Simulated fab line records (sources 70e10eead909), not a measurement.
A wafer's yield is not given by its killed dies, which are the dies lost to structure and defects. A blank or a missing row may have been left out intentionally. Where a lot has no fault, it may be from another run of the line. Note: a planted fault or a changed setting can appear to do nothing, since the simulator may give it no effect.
Chamber matching || flow nand-harc || 3 sister chambers for NHARC_A_STAIRCASE_DEP_471 on pecvd-03
The step deposits SiO2, target thk 100 nm. 20 wafers are shown with their chamber, then 10 later ones without.

== WAFERS WITH THEIR CHAMBER ==
{"wafer": "L077.1", "chamber": 1, "throttle-valve-pct (%)": 17.0, "heater-power-w (W)": 506}
{"wafer": "L077.2", "chamber": 2, "throttle-valve-pct (%)": 16.6, "heater-power-w (W)": 425}
{"wafer": "L077.6", "chamber": 2, "throttle-valve-pct (%)": 16.6, "heater-power-w (W)": 432}
{"wafer": "L076.2", "chamber": 2, "throttle-valve-pct (%)": 16.4, "heater-power-w (W)": 424}
{"wafer": "L076.4", "chamber": 2, "throttle-valve-pct (%)": 16.7, "heater-power-w (W)": 423}
{"wafer": "L076.6", "chamber": 0, "throttle-valve-pct (%)": 15.7, "heater-power-w (W)": 486}
{"wafer": "L079.1", "chamber": 0, "throttle-valve-pct (%)": 15.5, "heater-power-w (W)": 389}
{"wafer": "L079.2", "chamber": 2, "throttle-valve-pct (%)": 16.3, "heater-power-w (W)": 320}
{"wafer": "L079.5", "chamber": 0, "throttle-valve-pct (%)": 15.9, "heater-power-w (W)": 412}
{"wafer": "L083.2", "chamber": 2, "throttle-valve-pct (%)": 16.7, "heater-power-w (W)": 320}
{"wafer": "L083.3", "chamber": 0, "throttle-valve-pct (%)": 15.6, "heater-power-w (W)": 457}
{"wafer": "L083.5", "chamber": 0, "throttle-valve-pct (%)": 15.9, "heater-power-w (W)": 467}
{"wafer": "L085.1", "chamber": 2, "throttle-valve-pct (%)": 17.0, "heater-power-w (W)": 415}
{"wafer": "L085.2", "chamber": 0, "throttle-valve-pct (%)": 15.9, "heater-power-w (W)": 452}
{"wafer": "L085.4", "chamber": 0, "throttle-valve-pct (%)": 15.8, "heater-power-w (W)": 454}
{"wafer": "L088.2", "chamber": 0, "throttle-valve-pct (%)": 15.8, "heater-power-w (W)": 440}
{"wafer": "L088.4", "chamber": 1, "throttle-valve-pct (%)": 16.6, "heater-power-w (W)": 481}
{"wafer": "L088.5", "chamber": 2, "throttle-valve-pct (%)": 16.5, "heater-power-w (W)": 362}
{"wafer": "L090.1", "chamber": 2, "throttle-valve-pct (%)": 16.9, "heater-power-w (W)": 418}
{"wafer": "L090.3", "chamber": 1, "throttle-valve-pct (%)": 17.0, "heater-power-w (W)": 529}

SIGNATURES (means of the wafers above)
{"reading": "throttle-valve-pct", "chamber 0": 15.762, "chamber 1": 16.867, "chamber 2": 16.633, "scatter within a chamber": 0.198}
{"reading": "heater-power-w", "chamber 0": 444.62, "chamber 1": 505.33, "chamber 2": 393.22, "scatter within a chamber": 38.3}
Rule: a wafer's distance from a chamber is the root of the sum, over the readings, of the square of ((its reading less the chamber's mean) divided by the reading's scatter). If the next closest chamber is less than 2 further off than the closest, the wafer can't be placed; otherwise it belongs to the closest. The scatter: the root of (the sum of the squares of (reading less its chamber's mean) over the shown wafers, divided by (wafers less chambers)).

== WAFERS MISSING THEIR CHAMBER ==
{"wafer": "L090.6", "throttle-valve-pct (%)": 15.8, "heater-power-w (W)": 438}
{"wafer": "L091.2", "throttle-valve-pct (%)": 16.1, "heater-power-w (W)": 485}
{"wafer": "L091.3", "throttle-valve-pct (%)": 16.0, "heater-power-w (W)": 475}
{"wafer": "L091.4", "throttle-valve-pct (%)": 16.7, "heater-power-w (W)": 420}
{"wafer": "L094.2", "throttle-valve-pct (%)": 16.5, "heater-power-w (W)": 432}
{"wafer": "L094.3", "throttle-valve-pct (%)": 16.8, "heater-power-w (W)": 314}
{"wafer": "L094.4", "throttle-valve-pct (%)": 16.0, "heater-power-w (W)": 441}
{"wafer": "L095.1", "throttle-valve-pct (%)": 16.0, "heater-power-w (W)": 464}
{"wafer": "L095.2", "throttle-valve-pct (%)": 17.0, "heater-power-w (W)": 513}
{"wafer": "L095.4", "throttle-valve-pct (%)": 17.2, "heater-power-w (W)": 517}

== CHAMBER TAKEN BY EACH ==
{"wafer": "L090.6", "from the rows above": 0, "in truth": 0}
{"wafer": "L091.2", "from the rows above": "can't be placed: 0 or 2 or 1", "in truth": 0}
{"wafer": "L091.3", "from the rows above": 0, "in truth": 0}
{"wafer": "L091.4", "from the rows above": "can't be placed: 2 or 1", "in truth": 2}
{"wafer": "L094.2", "from the rows above": "can't be placed: 2 or 1", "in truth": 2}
{"wafer": "L094.3", "from the rows above": 2, "in truth": 2}
{"wafer": "L094.4", "from the rows above": 0, "in truth": 0}
{"wafer": "L095.1", "from the rows above": 0, "in truth": 0}
{"wafer": "L095.2", "from the rows above": 1, "in truth": 1}
{"wafer": "L095.4", "from the rows above": 1, "in truth": 1}
Correctly placed: 7 of 10. Cannot be placed on the basis of these rows: 3; the candidates contain the true chamber in 3. Number placed wrongly: 0.
